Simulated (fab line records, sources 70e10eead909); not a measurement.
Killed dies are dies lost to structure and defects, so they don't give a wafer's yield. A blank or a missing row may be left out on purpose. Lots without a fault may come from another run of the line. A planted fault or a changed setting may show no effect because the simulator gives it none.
Chamber matching | flow nand_harc | NHARC_A_CHANNEL_FILL_D1_CMP_10 on cmp-04: 4 sister chambers
The step polishes, target thk 150 nm. 8 wafers are shown with their chamber, then 9 later ones without.

WAFERS WITH THEIR CHAMBER
wafer  | chamber | motor_current_A (A) | edge_zone_pressure_frac
L078.4 | 1       | 15.2                | 1.000
L084.5 | 2       | 11.2                | 0.993
L085.1 | 3       | 11.3                | 1.009
L085.5 | 0       | 14.6                | 0.999
L085.6 | 1       | 15.5                | 1.003
L088.2 | 0       | 15.0                | 1.004
L088.4 | 2       | 11.5                | 0.993
L088.5 | 3       | 11.7                | 0.997

WAFERS WITHOUT THEIR CHAMBER
wafer  | motor_current_A (A) | edge_zone_pressure_frac
L091.1 | 11.5                | 0.994
L091.5 | 15.1                | 0.997
L091.6 | 15.1                | 0.998
L093.2 | 15.0                | 1.000
L093.3 | 10.7                | 0.994
L093.6 | 11.8                | 0.999
L096.1 | 15.0                | 1.003
L096.2 | 12.0                | 1.001
L096.3 | 11.5                | 0.999

WHICH CHAMBER EACH WENT THROUGH
wafer  | from the rows above     | in truth
L091.1 | can't be placed: 2 or 3 | 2
L091.5 | can't be placed: 1 or 0 | 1
L091.6 | can't be placed: 1 or 0 | 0
L093.2 | can't be placed: 0 or 1 | 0
L093.3 | can't be placed: 2 or 3 | 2
L093.6 | can't be placed: 3 or 2 | 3
L096.1 | can't be placed: 0 or 1 | 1
L096.2 | can't be placed: 3 or 2 | 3
L096.3 | can't be placed: 3 or 2 | 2
Placed correctly: 0 of 9. Can't be placed from these rows: 9 (the true chamber is among the candidates in 9). Placed wrongly: 0.
How it was worked out, from the rows above alone: a wafer's distance from a chamber is the root of the sum, over the readings, of the square of ((its reading less the chamber's mean) divided by the reading's scatter). The wafer belongs to the nearest chamber; if the next one is less than 2 further off, it can't be placed. A chamber's mean is the mean of its shown wafers. The scatter: the root of (the sum of the squares of (reading less its chamber's mean) over the shown wafers, divided by (wafers less chambers)).
